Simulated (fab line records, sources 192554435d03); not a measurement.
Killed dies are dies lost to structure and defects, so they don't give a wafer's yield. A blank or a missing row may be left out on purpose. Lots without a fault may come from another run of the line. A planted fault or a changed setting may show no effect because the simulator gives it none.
Chamber matching | flow n5_finfet | N5_BEOL_M5_CURE_79 on uv_cure-01: 3 sister chambers
The step cures SiCOH lowk, time 240 s. 14 wafers are shown with their chamber, then 7 later ones without.

WAFERS WITH THEIR CHAMBER
wafer  | chamber | wafer_temp_C_max | lamp_power_pct (%)
L079.1 | 2       | 386.7            | 52.28
L079.2 | 2       | 387.3            | 52.37
L079.4 | 2       | 387.2            | 52.33
L080.2 | 1       | 388.3            | 52.43
L080.3 | 1       | 387.6            | 52.30
L080.6 | 1       | 387.6            | 52.32
L084.1 | 0       | 387.0            | 52.23
L084.2 | 0       | 387.1            | 52.32
L084.4 | 0       | 387.2            | 52.30
L092.1 | 1       | 387.0            | 52.25
L092.2 | 1       | 387.8            | 52.30
L092.4 | 1       | 387.9            | 52.27
L093.1 | 1       | 388.0            | 52.34
L093.3 | 1       | 387.4            | 52.35

SIGNATURES (means of the wafers above)
reading          | chamber 0 | chamber 1 | chamber 2 | scatter within a chamber
wafer_temp_C_max | 387.100   | 387.700   | 387.067   | 0.347
lamp_power_pct   | 52.2833   | 52.3200   | 52.3267   | 0.0523
Rule: a wafer's distance from a chamber is the root of the sum, over the readings, of the square of ((its reading less the chamber's mean) divided by the reading's scatter). The wafer belongs to the nearest chamber; if the next one is less than 2 further off, it can't be placed. The scatter: the root of (the sum of the squares of (reading less its chamber's mean) over the shown wafers, divided by (wafers less chambers)).

WAFERS WITHOUT THEIR CHAMBER
wafer  | wafer_temp_C_max | lamp_power_pct (%)
L093.4 | 387.7            | 52.31
L095.2 | 387.3            | 52.32
L095.3 | 387.5            | 52.41
L095.5 | 387.3            | 52.24
L096.1 | 387.7            | 52.33
L096.2 | 388.8            | 52.27
L096.3 | 387.5            | 52.36

WHICH CHAMBER EACH WENT THROUGH
wafer  | from the rows above          | in truth
L093.4 | can't be placed: 1 or 0 or 2 | 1
L095.2 | can't be placed: 2 or 0 or 1 | 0
L095.3 | can't be placed: 1 or 2 or 0 | 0
L095.5 | can't be placed: 0 or 2 or 1 | 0
L096.1 | can't be placed: 1 or 2 or 0 | 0
L096.2 | can't be placed: 1 or 0 or 2 | 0
L096.3 | can't be placed: 1 or 2 or 0 | 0
Placed correctly: 0 of 7. Can't be placed from these rows: 7 (the true chamber is among the candidates in 7). Placed wrongly: 0.
